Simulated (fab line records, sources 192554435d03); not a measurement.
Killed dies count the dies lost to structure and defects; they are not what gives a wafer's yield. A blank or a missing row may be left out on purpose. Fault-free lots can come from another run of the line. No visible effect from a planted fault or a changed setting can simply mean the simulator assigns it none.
Which tool is to blame? ; flow n5Finfet ; 32 wafers from 11 lots sampled at 5 of the route's 1938 steps

== WHAT THE GAUGES READ, wafer by wafer ==
N5_BEOL_M4_RC_MEAS_101.
lot;measured;on;DIBL_N (mV/V);DIBL_P (mV/V);IOFF_N (nA/um);IOFF_P (nA/um);ION_N (uA/um);ION_P (uA/um);SS_N (mV/dec);SS_P (mV/dec);VT_N (mV);VT_P (mV)
L213;day 9 04:04;prober-02;36.6 35.0 37.3;35.9 33.7 37.3;0.18 0.14 0.20;0.23 0.18 0.25;688 659 688;476 447 469;71.7 71.1 71.7;73.7 72.8 74.3;245 251 241;-248 -252 -246
L214;day 9 07:08;prober-02;32.9 34.0 33.6;33.1 35.1 35.0;0.10 0.12 0.10;0.15 0.18 0.17;650 658 643;449 463 454;71.1 71.1 70.4;71.9 72.5 73.3;256 254 257;-252 -250 -252
L223;day 11 15:52;prober-01;37.1 35.0 36.6;38.2 35.3 38.1;0.16 0.13 0.16;0.24 0.19 0.23;678 661 679;467 461 472;71.9 71.2 71.1;73.2 72.9 73.7;249 254 251;-248 -249 -248
L222;day 11 16:47;prober-02;34.5 37.8 36.8;37.1 40.2 39.5;0.17 0.21 0.19;0.26 0.30 0.29;700 692 701;483 479 482;71.5 72.4 71.1;73.2 73.9 73.4;245 248 248;-246 -243 -244
L224;day 11 22:15;prober-01;38.9 39.1 36.9;38.2 38.8 34.9;0.21 0.21 0.16;0.26 0.28 0.22;693 697 672;479 473 459;72.0 71.6 71.2;73.1 74.4 74.1;242 247 247;-246 -244 -249
L227;day 12 08:17;prober-02;34.9 38.7 40.8;33.2 37.5 40.7;0.13 0.19 0.24;0.18 0.24 0.28;677 674 703;466 463 472;70.9 72.2 72.0;72.7 74.4 74.0;251 248 243;-251 -247 -247
L228;day 12 08:16;prober-01;37.2 36.1 37.1;38.9 38.3 38.6;0.16 0.16 0.17;0.20 0.20 0.21;670 680 685;458 470 465;71.8 71.5 72.0;73.8 73.7 73.9;249 249 251;-255 -251 -250
L229;day 13 05:14;prober-02;34.1 36.5;34.6 36.2;0.12 0.16;0.19 0.19;664 652;465 443;71.1 72.1;73.1 74.3;257 251;-251 -254
L231;day 13 07:56;prober-02;35.1 39.0 39.5;34.5 38.9 40.1;0.12 0.17 0.18;0.15 0.20 0.21;673 664 679;450 453 456;70.5 72.7 72.6;73.3 74.4 73.8;255 254 256;-255 -252 -253
L230;day 13 09:20;prober-02;38.8 36.6 33.3;35.0 34.5 30.0;0.19 0.15 0.10;0.21 0.21 0.16;685 670 654;461 461 456;71.5 71.7 70.7;73.3 73.6 71.6;249 250 254;-251 -249 -252
L233;day 14 02:49;prober-01;36.4 36.0 33.9;36.3 36.5 33.8;0.15 0.14 0.12;0.18 0.18 0.16;654 671 669;446 454 458;71.6 71.5 70.8;73.3 73.3 71.7;257 254 254;-255 -254 -256

== EACH LOT AND THE TOOL THAT RAN IT (in order: tool; ch and the chambers of the sampled wafers; start) ==
lot;N5_BEOL_M3_SPUTTER_81;N5_BEOL_M3_ANNEAL_87;N5_BEOL_M3_SPUTTER_90;N5_BEOL_M3_ANNEAL_91
L213;pvdSputter-01, day 8 11:04;pvdSputter-01, day 8 11:22;pvdSputter-01, day 8 11:44;pvdSputter-01, day 8 11:49
L214;pvdSputter-02, day 8 13:44;pvdSputter-02, day 8 14:02;pvdSputter-02, day 8 14:23;pvdSputter-02, day 8 14:28
L223;pvdSputter-03, day 11 00:52;pvdSputter-03, day 11 01:10;pvdSputter-03, day 11 01:31;pvdSputter-03, day 11 01:36
L222;pvdSputter-01, day 11 02:19;pvdSputter-01, day 11 02:37;pvdSputter-01, day 11 02:58;pvdSputter-01, day 11 03:03
L224;pvdSputter-01, day 11 06:24;pvdSputter-01, day 11 06:42;pvdSputter-01, day 11 07:04;pvdSputter-01, day 11 07:08
L227;pvdSputter-03, day 11 17:35;pvdSputter-03, day 11 17:53;pvdSputter-03, day 11 18:15;pvdSputter-03, day 11 18:20
L228;pvdSputter-01, day 11 20:45;pvdSputter-01, day 11 21:03;pvdSputter-01, day 11 21:25;pvdSputter-01, day 11 21:29
L229;pvdSputter-02, day 12 14:58;pvdSputter-02, day 12 15:16;pvdSputter-02, day 12 15:37;pvdSputter-02, day 12 15:42
L231;pvdSputter-03, day 12 19:37;pvdSputter-03, day 12 19:55;pvdSputter-03, day 12 20:17;pvdSputter-03, day 12 20:22
L230;pvdSputter-03, day 12 21:28;pvdSputter-03, day 12 21:46;pvdSputter-03, day 12 22:07;pvdSputter-03, day 12 22:12
L233;pvdSputter-03, day 13 15:21;pvdSputter-03, day 13 15:39;pvdSputter-03, day 13 16:01;pvdSputter-03, day 13 16:05
- N5_BEOL_M3_SPUTTER_81: material Cu, target thk 4.5 nm, time 8.29 s.
- N5_BEOL_M3_ANNEAL_87: time 240 s.
- N5_BEOL_M3_SPUTTER_90: material Cu, target thk 4.5 nm, time 8.29 s.
- N5_BEOL_M3_ANNEAL_91: time 240 s.

== AS READ BY THE TOOLS THEMSELVES (means over the sampled wafers that have a number; for cases with no such wafer, the mark the record gives instead) ==
N5_BEOL_M3_SPUTTER_81.
lot;tool;chamberPressurePa (Pa);chuckGasFlowSccm (sccm);throttleValvePct (%)
L213;pvdSputter-01;0.06987;1.28;30.1
L214;pvdSputter-02;0.06990;1.22;30.8
L223;pvdSputter-03;0.07007;1.23;30.2
L222;pvdSputter-01;0.07011;1.27;30.0
L224;pvdSputter-01;0.06996;1.23;30.3
L227;pvdSputter-03;0.06982;1.29;30.2
L228;pvdSputter-01;0.06995;1.27;30.5
L229;pvdSputter-02;0.07005;1.23;29.4
L231;pvdSputter-03;0.07007;1.29;30.3
L230;pvdSputter-03;0.07001;1.25;30.3
L233;pvdSputter-03;0.06991;1.25;30.3

N5_BEOL_M3_ANNEAL_87.
lot;tool;heaterPowerW (W)
L213;pvdSputter-01;797
L214;pvdSputter-02;815
L223;pvdSputter-03;881
L222;pvdSputter-01;836
L224;pvdSputter-01;785
L227;pvdSputter-03;940
L228;pvdSputter-01;709
L229;pvdSputter-02;782
L231;pvdSputter-03;919
L230;pvdSputter-03;888
L233;pvdSputter-03;923

N5_BEOL_M3_SPUTTER_90.
lot;tool;chamberPressurePa (Pa);chuckGasFlowSccm (sccm);throttleValvePct (%)
L213;pvdSputter-01;0.07010;1.26;30.2
L214;pvdSputter-02;0.06998;1.25;30.9
L223;pvdSputter-03;0.07009;1.26;30.3
L222;pvdSputter-01;-;-;-
L224;pvdSputter-01;-;-;-
L227;pvdSputter-03;0.06991;1.28;30.1
L228;pvdSputter-01;0.07000;1.30;30.6
L229;pvdSputter-02;0.06977;1.27;29.3
L231;pvdSputter-03;0.07002;1.24;30.3
L230;pvdSputter-03;0.07009;1.25;30.3
L233;pvdSputter-03;0.07008;1.22;30.3

N5_BEOL_M3_ANNEAL_91.
lot;tool;heaterPowerW (W)
L213;pvdSputter-01;791
L214;pvdSputter-02;821
L223;pvdSputter-03;894
L222;pvdSputter-01;842
L224;pvdSputter-01;781
L227;pvdSputter-03;952
L228;pvdSputter-01;715
L229;pvdSputter-02;779
L231;pvdSputter-03;930
L230;pvdSputter-03;896
L233;pvdSputter-03;934

== THE ANSWER, worked out from the rows above alone ==
Rule: usual is defined by the lots themselves. The widest of any qualifying gaps counts: lots, ordered by their means at a reading, are off when they make up no more than a third of the lots, leave a main group of 4 or more, and stand apart from it by 3 or more times the standard deviation of that group's means. A main group whose means are all the same, to the digits that the tables above print for the reading, isn't used. A lot without any number at a reading at which 4 lots or more have one is off too. The other lots that the step has rows for count as sound. After the gauges, taken in route order, come the tools' own readings; for these a lot's mean is taken, as printed above. The first step at which some lot is off is used, and at that step the reading that is off furthest; a lot without a number counts as furthest.
Off, at N5_BEOL_M3_SPUTTER_90 on chamberPressurePa: L222, L224. Without a number there: L222, L224. The main group: mean 0.07000 Pa, standard deviation 0.0001.
A tool fits if, at that step or a process step before it, it ran every lot that is off, and no sound lot after the first of them. Not one of the candidates tried fits.

== WHAT HAD BEEN PUT IN BY THE SIMULATOR ==
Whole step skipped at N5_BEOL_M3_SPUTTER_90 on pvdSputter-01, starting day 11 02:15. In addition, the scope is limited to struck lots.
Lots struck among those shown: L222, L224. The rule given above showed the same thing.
